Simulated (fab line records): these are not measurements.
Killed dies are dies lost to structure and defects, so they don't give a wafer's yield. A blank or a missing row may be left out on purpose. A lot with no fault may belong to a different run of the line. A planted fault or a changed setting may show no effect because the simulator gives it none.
fab line records    flow nand_harc
record lots=6  wafers=18  last_day=33
route steps=1302 shown P_CONTACT@236 P_M0@253 END@1302
lots with no fault: from the same line, run without faults
start_h: hours from the record's opening day to when the first of the lot's shown wafers began    wait_h: hours from the lot's prior step to this one    " the same as in the row above    L1.1+2: one row covering several wafers at once    - no value present, or no start provided    * or withheld: withheld    < > ~ a bound
route shown NAME@n: NAME is a module with steps in the file, n the number in the route of the first one    usual: the fault-free wafers' mean and standard deviation    same: alike in all rows    chamber/n: place in a boat    sites: each site's reading    _std_site: standard deviation across them    _edge_site: mean of outer sites minus mean of inner sites    radius_mm: for every site, how far away it sits from the centre of the wafer    mask NAME#n: copy n    behind: the last tool/chamber to shape the wafer    hold: what put the lot on hold/how long, in hours/how the hold closed    device: names the non-switching transistor (n, p or np)    end of line: the route-end tests of the same wafers    for a step that has no rows: nothing shown but its recipe    killed: the dies lost at the first sort to structure and to defects; this is not the yield of the wafer    map: a wafer's dies, marking killed ones x, the rest . and places with no die _
set.NAME: the setting the step ran with; set.NAME@STEP: the setting that earlier step ran with    model.NAME: the simulator's own value behind a step, which no gauge read
lots seen at some steps along the route; tables by step, rows by wafer
services: when a tool's chamber went out of use (start_h, in hours from the record's first day, below 0 if earlier), for how many hours, and the reason
## steps
# step NHARC_P_CONTACT_ETCH_35
# recipe target_depth_a=390  over_etch_frac=0.3  time_s=65  ion_energy_ev=80  cf4_flow_sccm=150  ar_flow_sccm=0  rf_w=300  bias_w=100  chemistry=CF4
# usual bias_w=100.0/0.32  drypump_motor_current_A=5.4/0.4  oes_product_au=1.000/0.0091  rf_vpp_V=151.3/1.4  showerhead_plenum_p_Torr=1.76/0.08  throttle_valve_pct=13.283/0.0098
lot.wafer  tool         chamber  start_h  wait_h  bias_w  drypump_motor_current_A  oes_product_au  rf_hours_counter_h  rf_vpp_V  showerhead_plenum_p_Torr  throttle_valve_pct
L771.4     rie_diel-11  0        150.01   0.1     99.5    5.1                      0.990           3.7                 150.8     1.66                      13.292
L771.3     "            1        "        "       99.3    5.1                      1.001           3.2                 149.4     1.74                      13.264
L771.1     "            2        "        "       100.0   5.1                      1.007           3.2                 149.6     1.70                      13.277
L774.4     rie_diel-10  3        187.02   0.1     100.4   5.0                      1.009           2.3                 152.0     1.88                      13.289
L774.3     "            1        "        "       100.3   5.7                      1.007           2.8                 150.7     1.67                      13.280
L774.5     "            2        "        "       100.4   5.9                      0.994           -                   150.5     1.73                      13.292
L776.2     rie_diel-11  2        203.73   0.1     100.5   5.1                      0.997           6.5                 151.3     1.70                      13.297
L776.4     "            0        "        "       100.4   5.1                      0.986           6.4                 149.5     1.66                      13.299
L776.5     "            3        "        "       100.3   5.9                      1.002           -                   151.4     1.81                      13.283
L783.4     rie_diel-10  1        265.77   0.1     100.1   5.7                      1.014           -                   149.3     1.67                      13.283
L783.6     "            2        "        "       99.8    5.9                      0.998           -                   150.4     1.73                      13.267
L783.5     "            3        "        "       99.8    5.0                      0.997           -                   151.8     1.88                      13.274
L789.4     rie_diel-10  2        338.08   0.1     100.4   5.9                      1.005           2.4                 152.5     1.73                      13.274
L789.5     "            1        "        "       99.6    5.7                      1.007           -                   148.3     1.67                      13.284
L789.6     "            2        "        "       100.4   5.9                      0.997           -                   150.9     1.73                      13.285
L791.3     rie_diel-06  1        349.65   0.1     99.9    5.3                      0.990           0.8                 152.9     1.84                      13.280
L791.1     "            3        "        "       99.9    4.8                      1.007           0.8                 150.5     1.71                      13.288
L791.5     "            2        "        "       100.9   5.8                      1.012           -                   151.3     1.90                      13.268
# step NHARC_P_CONTACT_ETCH_36
# recipe target_depth_a=2600  over_etch_frac=0.25  time_s=406.25  ion_energy_ev=200  n2_flow_sccm=150  h2_flow_sccm=150  ar_flow_sccm=0  rf_w=400  bias_w=150  chemistry=N2/H2
# usual bias_w=150.1/0.42  drypump_motor_current_A=5.4/0.39  n2_flow_sccm=150.0/0.39  oes_product_au=1.001/0.0091  rf_vpp_V=430/3.1  showerhead_plenum_p_Torr=2.03/0.1  throttle_valve_pct=14.172/0.0097
lot.wafer  tool         chamber  start_h  wait_h  bias_w  drypump_motor_current_A  n2_flow_sccm  oes_product_au  rf_hours_counter_h  rf_vpp_V  showerhead_plenum_p_Torr  throttle_valve_pct
L771.1     rie_diel-11  1        -        -       149.7   5.1                      149.4         0.998           3.2                 428       2.01                      14.169
L771.3     "            2        "        "       149.8   5.1                      150.0         1.005           3.3                 429       1.95                      14.168
L771.4     "            3        "        "       149.4   5.9                      150.1         1.005           3.6                 431       2.09                      14.165
L774.4     rie_diel-10  1        -        -       149.9   5.7                      150.2         1.003           2.9                 426       1.91                      14.180
L774.3     "            2        "        "       149.9   5.9                      149.9         0.982           2.6                 428       1.99                      14.184
L774.5     "            1        "        "       149.8   5.7                      149.9         0.991           -                   427       1.91                      14.193
L776.2     rie_diel-11  1        -        -       150.9   5.1                      150.5         1.006           6.8                 430       2.00                      14.180
L776.4     "            2        "        "       149.6   5.2                      150.1         1.001           6.6                 427       1.95                      14.177
L776.5     "            0        "        "       149.8   5.2                      149.5         0.994           -                   428       1.90                      14.164
L783.6     rie_diel-10  1        -        -       149.9   5.7                      149.6         1.010           -                   426       1.91                      14.171
L783.5     "            2        "        "       149.8   5.9                      150.2         1.004           -                   428       1.99                      14.182
L783.4     "            3        "        "       150.7   5.0                      150.3         1.002           -                   434       2.18                      14.160
L789.4     rie_diel-10  1        -        -       149.6   5.7                      150.0         1.003           2.7                 428       1.91                      14.167
L789.6     "            3        "        "       150.1   5.0                      149.2         1.006           -                   437       2.18                      14.149
L789.5     "            0        "        "       150.8   5.6                      150.3         0.988           -                   431       2.06                      14.169
L791.3     rie_diel-06  1        -        -       150.5   5.3                      150.0         0.995           0.9                 433       2.13                      14.173
L791.1     "            3        "        "       150.9   4.7                      149.6         1.014           0.9                 429       1.97                      14.168
L791.5     "            1        "        "       150.3   5.3                      149.9         0.990           -                   433       2.13                      14.169
# step NHARC_P_CONTACT_ETCH_18
# recipe target_depth_a=4810  time_s=240.5  c4f8_flow_sccm=20  o2_flow_sccm=10  ar_flow_sccm=withheld  rf_w=600  bias_w=1500  chemistry=C4F8/O2/Ar
# step NHARC_P_CONTACT_STRIP_37
# recipe c4f8_flow_sccm=withheld  o2_flow_sccm=8  ar_flow_sccm=withheld  bias_w=0  chemistry=C4F8/O2/Ar
# step NHARC_P_CONTACT_ETCH_31
# recipe target_depth_a=300  time_s=85.7  ion_energy_ev=120  over_etch_frac=1  ch3f_flow_sccm=50  o2_flow_sccm=30  ar_flow_sccm=200  rf_w=500  bias_w=100  chemistry=CH3F/O2
# step NHARC_P_CONTACT_CD_MEAS_19
# usual cd_nm=89.9/1.6
lot.wafer  tool       chamber  start_h  wait_h  cd_nm
L771.1     cd_sem-03  -        150.80   -       90.4
L771.3     "          -        "        "       91.2
L771.4     "          -        "        "       89.5
L774.3     cd_sem-01  -        187.81   -       91.3
L774.4     "          -        "        "       90.0
L774.5     "          -        "        "       88.7
L776.2     cd_sem-01  -        204.52   -       89.5
L776.4     "          -        "        "       91.2
L776.5     "          -        "        "       91.1
L783.4     cd_sem-03  -        266.69   -       88.3
L783.5     "          -        "        "       87.7
L783.6     "          -        "        "       89.9
L789.4     cd_sem-03  -        338.86   -       88.3
L789.5     "          -        "        "       91.3
L789.6     "          -        "        "       86.5
L791.1     cd_sem-03  -        350.44   -       89.4
L791.3     "          -        "        "       91.0
L791.5     "          -        "        "       90.1
# step NHARC_P_CONTACT_STRIP_28
# recipe o2_flow_sccm=500  ar_flow_sccm=0  bias_w=0  chemistry=O2
# step NHARC_P_CONTACT_STRIP_29
# recipe time_s=1200  temp_c=72.5  chemistry=post_etch_residue_remover
# step NHARC_P_CONTACT_DEGAS_38
# recipe temp_c=300  time_s=60
# usual heater_power_w=445/42
lot.wafer  tool            chamber  start_h  wait_h  heater_power_w
L771.4     pvd_sputter-01  -        151.52   -       488
L771.3     "               -        "        "       474
L771.1     "               -        "        "       428
L774.4     pvd_sputter-02  -        188.52   -       414
L774.3     "               -        "        "       398
L774.5     "               -        "        "       413
L776.4     pvd_sputter-01  -        205.24   -       464
L776.2     "               -        "        "       498
L776.5     "               -        "        "       460
L783.4     pvd_sputter-02  -        267.41   -       414
L783.6     "               -        "        "       396
L783.5     "               -        "        "       411
L789.4     pvd_sputter-01  -        339.56   -       452
L789.6     "               -        "        "       457
L789.5     "               -        "        "       490
L791.1     pvd_sputter-02  -        351.14   -       383
L791.3     "               -        "        "       442
L791.5     "               -        "        "       393
# step NHARC_P_CONTACT_PRE_CLEAN_39
# recipe time_s=19.5  bias_v=250  gas=Ar
# step NHARC_P_CONTACT_PVD_32
# recipe target_thk_a=50  chamber_pressure_pa=5  power_w=5000  substrate_temp_c=200  time_s=17.7  material=Ti
# step NHARC_P_CONTACT_ALD_22
# recipe target_thk_a=30  pulse_time_s=1  ald_cycles=150  temp_c=450  material=TiN
# step NHARC_P_CONTACT_CVD_23
# recipe target_thk_a=2000  temp_c=300  pressure_torr=40  wf6_flow_sccm=40  h2_flow_sccm=1600  ar_flow_sccm=1560  time_s=557  material=W
# usual heater_power_w=482/51  throttle_valve_pct=8.1/0.36
lot.wafer  tool      chamber  start_h  wait_h  heater_power_w  since_wet_clean_h  throttle_valve_pct
L771.1     cvd_w-02  0        152.06   -       490             51                 8.3
L771.4     "         1        "        "       520             -                  7.5
L771.3     "         0        "        "       486             -                  8.0
L774.3     cvd_w-02  1        189.14   -       516             -                  7.7
L774.4     "         0        "        "       502             -                  8.2
L774.5     "         0        "        "       486             -                  8.5
L776.2     cvd_w-02  1        205.76   -       505             105                7.9
L776.4     "         0        "        "       504             -                  8.4
L776.5     "         0        "        "       491             -                  8.6
L783.4     cvd_w-01  0        268.03   -       371             -                  7.6
L783.6     "         0        "        "       359             -                  8.0
L783.5     "         1        "        "       494             -                  8.5
L789.4     cvd_w-01  0        340.28   -       371             -                  7.8
L789.6     "         1        "        "       497             -                  8.7
L789.5     "         0        "        "       354             -                  7.9
L791.1     cvd_w-01  0        351.59   -       354             154                7.9
L791.3     "         1        "        "       502             -                  8.7
L791.5     "         1        "        "       499             -                  8.7
# step NHARC_P_CONTACT_CMP_24
# recipe t_overpolish_s=30  target_thk_nm=200
# usual motor_current_A=12.2/1.4  overpolish_run_s=30.001/0.009  slurry_flow_ml_min=150.0/0.49  time_to_endpoint_s=38.1/2.4
lot.wafer  tool    chamber  start_h  wait_h  motor_current_A  overpolish_run_s  slurry_flow_ml_min  time_to_endpoint_s
L771.3     cmp-01  1        152.64   0.3     13.3             29.997            150.6               37.3
L771.1     "       2        "        "       10.7             30.014            150.5               40.0
L771.4     "       3        "        "       11.7             30.010            149.3               41.2
L774.3     cmp-03  1        189.60   0.4     10.8             30.006            150.7               36.8
L774.4     "       2        "        "       12.6             29.996            150.3               35.9
L774.5     "       1        "        "       11.4             30.007            150.6               38.0
L776.4     cmp-03  0        206.32   0.4     14.5             29.997            150.1               38.6
L776.2     "       2        "        "       12.4             29.992            149.8               33.7
L776.5     "       0        "        "       14.9             30.009            149.9               35.3
L783.4     cmp-02  2        268.58   0.5     9.7              29.999            149.3               37.9
L783.6     "       3        "        "       13.3             29.990            150.0               41.4
L783.5     "       0        "        "       11.3             29.991            149.9               38.6
L789.4     cmp-02  2        340.69   0.3     10.4             29.994            149.5               38.4
L789.5     "       1        "        "       12.8             30.009            149.9               37.7
L789.6     "       2        "        "       10.2             30.015            149.7               39.4
L791.1     cmp-01  0        352.26   0.6     12.7             29.996            150.0               41.7
L791.3     "       1        "        "       12.6             29.981            149.9               40.4
L791.5     "       0        "        "       13.0             30.019            149.8               40.2
# step NHARC_P_CONTACT_SRD_26
# step NHARC_P_M0_DEP_00
# recipe target_thk_a=1500  target_thk_nm=150  temp_c=withheld  pressure_torr=5  flow_sccm=200  rf_w=600  material=SiOC
# step NHARC_P_M0_DEHYDRATE_01
# recipe temp_c=150  time_s=120
# step NHARC_P_M0_HMDS_02
# recipe time_s=30
# step NHARC_P_M0_COAT_33
# recipe temp_c=200  time_s=65
# step NHARC_P_M0_COAT_03
# recipe spin_rpm=1500  resist_thk_nm=90
# step NHARC_P_M0_SOFTBAKE_04
# recipe temp_c=105  time_s=55
# step NHARC_P_M0_EBR_05
# step NHARC_P_M0_EXPOSE_06
# recipe na=1.35  target_cd_nm=90  dose_mj=81.28  mask_id=P_M0
# step NHARC_P_M0_PEB_07
# recipe peb_temp_c=100  peb_time_s=65
# step NHARC_P_M0_DEVELOP_08
# recipe develop_time_s=35  dev_temp_c=23
# step NHARC_P_M0_CD_MEAS_09
# recipe target_cd_nm=90  landing_energy_ev=500
# usual cd_nm=89.9/0.6
# same landing_energy_ev=500
lot.wafer  tool       chamber  start_h  wait_h  cd_nm
L771.1     cd_sem-02  0        153.79   -       89.6
L771.3     "          0        "        "       91.0
L771.4     "          0        "        "       90.3
L774.3     cd_sem-02  0        190.91   -       90.3
L774.4     "          0        "        "       90.0
L774.5     "          0        "        "       89.7
L776.2     cd_sem-01  0        207.62   -       90.5
L776.4     "          0        "        "       90.1
L776.5     "          0        "        "       90.7
L783.4     cd_sem-01  0        269.70   -       88.3
L783.5     "          0        "        "       89.1
L783.6     "          0        "        "       88.6
L789.4     cd_sem-02  0        341.98   -       89.7
L789.5     "          0        "        "       90.6
L789.6     "          0        "        "       90.9
L791.1     cd_sem-02  0        353.54   -       89.8
L791.3     "          0        "        "       90.4
L791.5     "          0        "        "       89.3
# step NHARC_P_M0_OVL_MEAS_10
# recipe pitch_nm=180
# usual overlay_x_nm=0.2/0.84  overlay_y_nm=0.1/0.75
lot.wafer  tool        chamber  start_h  wait_h  overlay_x_nm  overlay_y_nm
L771.1     overlay-02  -        153.88   -       0.3           -0.2
L771.3     "           -        "        "       0.4           0.2
L771.4     "           -        "        "       0.2           -0.4
L774.3     overlay-01  -        190.99   -       0.7           0.1
L774.4     "           -        "        "       0.6           0.2
L774.5     "           -        "        "       1.1           0.4
L776.2     overlay-01  -        207.71   -       1.2           0.1
L776.4     "           -        "        "       1.8           0.4
L776.5     "           -        "        "       1.4           0.5
L783.4     overlay-02  -        269.78   -       0.3           1.1
L783.5     "           -        "        "       -0.5          0.8
L783.6     "           -        "        "       0.4           0.7
L789.4     overlay-02  -        342.06   -       0.4           0.2
L789.5     "           -        "        "       0.2           0.0
L789.6     "           -        "        "       0.3           0.3
L791.1     overlay-01  -        353.63   -       -0.5          -0.4
L791.3     "           -        "        "       -0.1          -0.7
L791.5     "           -        "        "       -0.7          -0.4
# step NHARC_P_M0_DESCUM_14
# recipe time_s=3  o2_flow_sccm=200  ar_flow_sccm=0  bias_power_w=0  chemistry=O2
# step NHARC_P_M0_ETCH_34
# recipe target_depth_a=400  overetch_a=120  time_s=43.94  ion_energy_ev=200  n2_flow_sccm=150  h2_flow_sccm=150  ar_flow_sccm=0  rf_w=400  bias_w=150  chemistry=N2/H2
# step NHARC_P_M0_ETCH_15
# recipe target_depth_a=1500  overetch_a=150  time_s=82.5  c4f8_flow_sccm=withheld  ar_flow_sccm=400  rf_w=600  bias_w=300  chemistry=C4F8/Ar
# step NHARC_P_M0_CD_MEAS_16
# usual cd_nm=89.8/0.74
lot.wafer  tool       chamber  start_h  wait_h  cd_nm
L771.1     cd_sem-01  -        154.28   -       88.7
L771.3     "          -        "        "       90.8
L771.4     "          -        "        "       90.6
L774.3     cd_sem-02  -        191.39   -       89.1
L774.4     "          -        "        "       89.7
L774.5     "          -        "        "       89.8
L776.2     cd_sem-02  -        208.11   -       90.3
L776.4     "          -        "        "       90.9
L776.5     "          -        "        "       90.5
L783.4     cd_sem-02  -        270.18   -       88.8
L783.5     "          -        "        "       89.6
L783.6     "          -        "        "       88.4
L789.4     cd_sem-01  -        342.46   -       90.0
L789.5     "          -        "        "       89.6
L789.6     "          -        "        "       91.3
L791.1     cd_sem-02  -        354.03   -       89.0
L791.3     "          -        "        "       90.4
L791.5     "          -        "        "       89.0
# step NHARC_P_M0_STRIP_18
# recipe power_w=1000  n2_flow_sccm=150  h2_flow_sccm=150  ar_flow_sccm=0  bias_w=0  chemistry=N2/H2
# usual drypump_motor_current_A=5.7/0.37  n2_flow_sccm=150.1/0.45  oes_product_au=1.002/0.0088  rf_vpp_V=90.5/0.9  showerhead_plenum_p_Torr=2.00/0.082  throttle_valve_pct=14.171/0.009
# same bias_w=0
lot.wafer  tool         chamber  start_h  wait_h  drypump_motor_current_A  n2_flow_sccm  oes_product_au  rf_hours_counter_h  rf_vpp_V  showerhead_plenum_p_Torr  throttle_valve_pct
L771.3     rie_diel-13  0        154.38   0.1     5.4                      150.3         1.010           30                  90.6      1.88                      14.188
L771.1     "            1        "        "       6.2                      149.4         1.011           27                  91.1      1.95                      14.161
L771.4     "            2        "        "       6.3                      150.8         0.996           24                  89.7      1.94                      14.160
L774.4     rie_diel-13  2        191.52   0.1     6.3                      149.5         0.986           3                   90.2      1.94                      14.172
L774.3     "            3        "        "       5.8                      149.8         0.999           3                   90.9      2.04                      14.170
L774.5     "            2        "        "       6.3                      149.7         0.990           -                   90.4      1.94                      14.169
L776.4     rie_diel-08  1        208.21   0.1     5.9                      150.3         0.986           2                   90.6      2.08                      14.186
L776.2     "            2        "        "       5.9                      150.4         1.004           2                   90.9      2.02                      14.160
L776.5     "            1        "        "       5.8                      150.5         0.997           -                   89.3      2.08                      14.160
L783.4     rie_diel-13  2        270.33   0.1     6.3                      150.3         0.996           13                  89.4      1.94                      14.172
L783.5     "            3        "        "       5.8                      149.9         1.009           -                   89.5      2.03                      14.165
L783.6     "            0        "        "       5.4                      149.5         1.000           -                   89.9      1.88                      14.168
L789.4     rie_diel-04  1        342.56   0.1     5.5                      149.0         1.010           52                  91.0      2.00                      14.172
L789.5     "            0        "        "       5.1                      150.3         0.993           -                   91.9      2.18                      14.164
L789.6     "            1        "        "       5.5                      149.7         1.005           -                   90.9      2.00                      14.176
L791.1     rie_diel-04  3        354.13   0.1     5.4                      150.4         0.990           48                  91.1      2.09                      14.176
L791.3     "            1        "        "       5.5                      149.7         1.014           53                  90.5      2.00                      14.160
L791.5     "            2        "        "       6.1                      149.5         1.009           -                   90.0      1.97                      14.172
# step NHARC_P_M0_STRIP_19
# recipe time_s=600  temp_c=30  chemistry=post_etch_residue_remover
# step NHARC_P_M0_DEGAS_28
# recipe temp_c=250  time_s=60
# step NHARC_P_M0_PRE_CLEAN_29
# recipe time_s=30  temp_c=280  gas=H2/He
# step NHARC_P_M0_PVD_20
# recipe target_thk_a=50  bias_v=168.6  power_w=15000  chamber_pressure_pa=0.12  time_s=8.06  substrate_temp_c=50  material=TaN
# step NHARC_P_M0_PVD_21
# recipe target_thk_a=300  chamber_pressure_pa=5  power_w=5000  substrate_temp_c=30  time_s=20.49  material=Cu
# step NHARC_P_M0_ECD_22
# recipe target_thk_a=4000  bath_temp_c=25  material=Cu
# step NHARC_P_M0_ANNEAL_30
# recipe temp_c=225  time_s=90
# step NHARC_END_SORT_01
# recipe temp_c=25
# usual killed_at_array=49/18  killed_at_other=0.8/1  killed_at_periphery=4.2/2.8  killed_dies=54/18  killed_open=3.0/1.7  killed_short=2.5/1.6
# same gross_dies=677
lot.wafer  tool       chamber  start_h  wait_h  killed_at_array  killed_at_other  killed_at_periphery  killed_dies  killed_open  killed_short
L771.1     prober-02  0        604.42   2.5     32               0                2                    34           4            3
L771.3     prober-02  0        606.03   3.1     39               0                3                    42           3            2
L771.4     prober-02  0        606.83   3.4     45               0                3                    48           4            5
L774.3     prober-01  0        633.92   3.1     49               1                1                    51           3            5
L774.4     prober-01  0        634.73   3.4     29               2                1                    32           6            2
L774.5     prober-01  0        635.53   3.7     46               1                4                    51           4            2
L776.2     prober-02  0        648.37   2.8     58               1                6                    65           4            3
L776.4     prober-02  0        649.96   3.4     64               0                3                    67           2            3
L776.5     prober-02  0        650.75   3.7     68               1                8                    77           2            0
L783.4     prober-02  0        714.01   3.4     34               1                4                    39           4            0
L783.5     prober-02  0        714.81   3.7     26               1                1                    28           3            1
L783.6     prober-02  0        715.60   4.0     27               0                2                    29           1            5
L789.4     prober-02  0        777.89   3.4     57               0                24                   81           3            2
L789.5     prober-02  0        778.70   3.7     54               0                23                   77           0            2
L789.6     prober-02  0        779.50   4.0     42               1                8                    51           3            2
L791.1     prober-01  0        798.22   2.5     69               1                19                   89           3            5
L791.3     prober-01  0        799.80   3.1     63               4                1                    68           4            5
L791.5     prober-01  0        801.39   3.7     57               1                2                    60           6            3
# killed by level:class
L771.1 A_SLIT:chamber_film_flake=10 A_CHANNEL_HOLE_D2:chamber_film_flake=9 A_CONTACT:chamber_film_flake=5 A_ONON_D2:geometric_particle:short=2 P_M1:geometric_particle:open=1 A_CHANNEL_FILL_D2:geometric_particle:open=1 A_SGD_CUT:geometric_particle:short=1 A_WL_FILL:geometric_particle:open=1
L771.3 A_SLIT:chamber_film_flake=14 A_CONTACT:chamber_film_flake=11 A_CHANNEL_HOLE_D2:chamber_film_flake=7 A_ONON_D2:geometric_particle:open=2 P_M2:geometric_particle:short=1 A_DECK1_JOINT:geometric_particle:short=1 A_WL_FILL:geometric_particle:open=1 P_GATE:chamber_film_flake=1
L771.4 A_SLIT:chamber_film_flake=28 A_CONTACT:chamber_film_flake=7 A_DECK1_JOINT:geometric_particle:short=3 A_DECK1_JOINT:geometric_particle:open=2 A_CHANNEL_HOLE_D1:chamber_film_flake=2 P_GATE:geometric_particle:short=1 P_M0:geometric_particle:open=1 A_SOURCE_PLATE:geometric_particle:open=1
L774.3 A_SLIT:chamber_film_flake=27 A_CHANNEL_HOLE_D2:chamber_film_flake=7 A_CONTACT:chamber_film_flake=4 A_ONON_D1:geometric_particle:short=2 A_CHANNEL_FILL_D1:geometric_particle:open=2 A_DECK1_JOINT:geometric_particle:short=2 A_SGD_CUT:geometric_particle:open=1 A_M0:geometric_particle:short=1
L774.4 A_SLIT:chamber_film_flake=12 A_CHANNEL_HOLE_D2:chamber_film_flake=6 A_BLC:geometric_particle:open=2 THIN_TSV:chamber_film_flake=2 A_CHANNEL_FILL_D1:geometric_particle:short=1 A_ONON_D2:geometric_particle:open=1 A_SGD_CUT:geometric_particle:short=1 A_WL_FILL:geometric_particle:open=1
L774.5 A_SLIT:chamber_film_flake=28 A_CHANNEL_HOLE_D2:chamber_film_flake=6 P_ZERO_WELL:chamber_film_flake=2 A_CHANNEL_HOLE_D1:chamber_film_flake=2 A_SGD_CUT:chamber_film_flake=2 A_CONTACT:chamber_film_flake=2 P_CONTACT:geometric_particle:open=1 A_ONON_D1:geometric_particle:short=1
L776.2 A_SLIT:chamber_film_flake=18 A_CHANNEL_HOLE_D1:chamber_film_flake=13 A_CHANNEL_HOLE_D2:chamber_film_flake=12 A_CONTACT:chamber_film_flake=5 A_CHANNEL_FILL_D1:chamber_film_flake=3 P_STI:chamber_film_flake=2 P_GATE:geometric_particle:short=1 P_M0:geometric_particle:open=1
L776.4 A_SLIT:chamber_film_flake=21 A_CHANNEL_HOLE_D1:chamber_film_flake=15 A_CHANNEL_HOLE_D2:chamber_film_flake=10 A_CONTACT:chamber_film_flake=6 A_CHANNEL_FILL_D1:chamber_film_flake=5 A_ONON_D2:geometric_particle:short=2 A_WL_FILL:chamber_film_flake=2 P_M0:geometric_particle:open=1
L776.5 A_CHANNEL_HOLE_D1:chamber_film_flake=35 A_CHANNEL_HOLE_D2:chamber_film_flake=15 A_SLIT:chamber_film_flake=13 P_STI:chamber_film_flake=6 A_CONTACT:chamber_film_flake=3 P_M1:geometric_particle:open=1 A_ONON_D2:geometric_particle:open=1 P_ZERO_WELL:chamber_film_flake=1
L783.4 A_CHANNEL_HOLE_D1:chamber_film_flake=8 A_STAIRCASE:chamber_film_flake=7 A_CONTACT:chamber_film_flake=6 P_CONTACT:chamber_film_flake=2 A_CHANNEL_HOLE_D2:chamber_film_flake=2 A_CHANNEL_FILL_D2:chamber_film_flake=2 A_SLIT:chamber_film_flake=2 P_M0:geometric_particle:open=1
L783.5 A_CHANNEL_HOLE_D1:chamber_film_flake=10 A_STAIRCASE:chamber_film_flake=4 A_CHANNEL_HOLE_D2:chamber_film_flake=3 A_CHANNEL_FILL_D2:chamber_film_flake=2 A_CONTACT:chamber_film_flake=2 A_CHANNEL_FILL_D1:geometric_particle:short=1 A_WL_FILL:geometric_particle:open=1 A_CONTACT:geometric_particle:open=1
L783.6 A_CHANNEL_HOLE_D1:chamber_film_flake=5 A_CONTACT:chamber_film_flake=5 A_STAIRCASE:chamber_film_flake=3 A_CHANNEL_FILL_D2:geometric_particle:short=2 A_WL_FILL:geometric_particle:short=2 P_CONTACT:chamber_film_flake=2 A_CHANNEL_HOLE_D2:chamber_film_flake=2 A_CHANNEL_FILL_D2:chamber_film_flake=2
L789.4 P_CONTACT:unspecified=22 A_SLIT:chamber_film_flake=22 A_CHANNEL_HOLE_D2:chamber_film_flake=20 A_CONTACT:chamber_film_flake=9 A_ONON_D2:geometric_particle:open=2 A_ONON_D1:geometric_particle:short=1 A_BLC:geometric_particle:open=1 A_M0:geometric_particle:short=1
L789.5 A_SLIT:chamber_film_flake=22 P_CONTACT:unspecified=19 A_CHANNEL_HOLE_D2:chamber_film_flake=17 A_STAIRCASE:chamber_film_flake=4 A_CONTACT:chamber_film_flake=4 P_GATE:chamber_film_flake=3 A_ZERO_WELL:chamber_film_flake=3 A_DECK1_JOINT:geometric_particle:short=1
L789.6 A_SLIT:chamber_film_flake=15 A_CHANNEL_HOLE_D2:chamber_film_flake=11 A_CONTACT:chamber_film_flake=8 P_ZERO_WELL:chamber_film_flake=4 P_GATE:chamber_film_flake=2 A_ZERO_WELL:chamber_film_flake=2 P_CONTACT:geometric_particle:open=1 P_M0:geometric_particle:open=1
L791.1 A_CHANNEL_HOLE_D2:chamber_film_flake=30 P_CONTACT:unspecified=17 A_CHANNEL_HOLE_D1:chamber_film_flake=13 A_CONTACT:chamber_film_flake=10 A_SLIT:chamber_film_flake=6 A_CHANNEL_FILL_D2:geometric_particle:short=2 A_M0:geometric_particle:short=2 P_ZERO_WELL:chamber_film_flake=2
L791.3 A_CHANNEL_HOLE_D1:chamber_film_flake=19 A_CHANNEL_HOLE_D2:chamber_film_flake=18 A_SLIT:chamber_film_flake=10 A_CONTACT:chamber_film_flake=5 THIN_TSV:chamber_film_flake=4 A_M0:geometric_particle:short=2 A_STAIRCASE:chamber_film_flake=2 P_M0:geometric_particle:open=1
L791.5 A_CHANNEL_HOLE_D2:chamber_film_flake=24 A_CONTACT:chamber_film_flake=10 A_CHANNEL_HOLE_D1:chamber_film_flake=9 A_SLIT:chamber_film_flake=3 P_M1:geometric_particle:open=1 A_ONON_D1:geometric_particle:open=1 A_CHANNEL_HOLE_D1:geometric_particle:open=1 A_CHANNEL_FILL_D1:geometric_particle:short=1
# map L789.4 (x killed, . not)
____________.____________
_________......._________
_______..........._______
______.............______
_____...x..........._____
____.........xxx.....____
____........xxx......____
___.........xxxx......___
___........xxx.xx.x...___
__.........xxxxx.......__
__......x.x...x........__
_......................._
_.............x........._
_.............x........._
_..x...........x.x......_
_.............xxx......._
...............xx..x.....
...............xxxx.x....
.............x.xxxx......
...........x..xxxxxx.....
..........xxx.x.xxx......
_...........x.x..xx..xx._
_.............x...xx.x.._
_...............xxxx...._
_....x........x..xx....._
_..............x........_
__.....................__
__................x....__
___...................___
___...................___
____.................____
____.................____
_____..............._____
______.............______
_______..........._______
_________..x...._________
____________.____________
# map L791.1 (x killed, . not)
____________.____________
_________......._________
_______.......x..._______
______....x........______
_____..............._____
____.......x.........____
____.........xxx.....____
___..........xxx.....x___
___.........xxx.......___
__.........xx..........__
__x...........xx.......__
_...x.........x........x_
_..............x........_
_......................x_
_...............x..xxxxx_
_................xx...xx_
.............x.x.xxx...xx
.............x.x.xx...xxx
..............xxxxx....x.
....x........x.x.x.xx.x.x
........x...x.xxx.xx.....
_............xxxx.x....._
_.................xx...._
_..............xx......._
_..............x........_
_.......x..............._
__.....................__
__............x........__
___...................___
___...................___
____........x........____
____...............x.____
_____..........xxx.._____
______.............______
_______........x.._______
_________...xx.._________
____________x____________
## services
tool            chamber  start_h  hours  kind
rie_diel-10     1        133.09   1.2    repair
rie_diel-13     1        155.61   11.6   repair
pvd_sputter-01  -        157.41   1.7    repair
rie_diel-10     3        163.65   12.1   repair
rie_diel-10     2        163.67   4.6    repair
rie_diel-13     -        165.11   9.0    pm
cvd_w-01        0        169.87   7.4    repair
rie_diel-10     2        174.94   11.6   repair
pvd_sputter-02  -        175.04   1.8    repair
cvd_w-01        -        185.12   13.0   pm
cvd_w-02        -        201.53   0.5    repair
rie_diel-13     3        212.55   5.3    repair
pvd_sputter-01  -        229.43   10.0   pm
cvd_w-02        0        230.76   8.6    repair
rie_diel-10     3        240.29   5.1    repair
rie_diel-10     -        242.62   9.0    pm
cvd_w-02        -        250.12   1.6    repair
rie_diel-11     -        255.50   9.0    pm
rie_diel-10     0        255.63   13.8   repair
cvd_w-02        -        269.12   13.0   pm
pvd_sputter-02  -        282.05   10.0   pm
cvd_w-02        1        311.91   4.8    repair
rie_diel-10     2        316.48   16.1   repair
rie_diel-10     1        317.88   5.4    repair
## key
first_sign step=NHARC_END_SORT_01  reading=killed_at_periphery  direction=up  sigmas=6.4  usual=4.2  struck=22
effect none on later readings
met_at NHARC_P_CONTACT_CVD_23
struck_wafers L789.4,L789.5,L791.1
tester_left_out L789,L791
onset_between 268.03 340.28
fault kind=chamber_particle_source  tool=cvd_w-01  chamber=0  onset_h=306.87  steps=NHARC_P_CONTACT_CVD_23  rate_per_visit_cm2=0.038372  end_h=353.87
# tester_left_out: of these lots the tester's yield and bins aren't shown, on N5 and GAA mostly nor the transistor test; their killed dies are dies lost to structure and defects alone, not to doping, threshold or leakage, so they don't give the yield
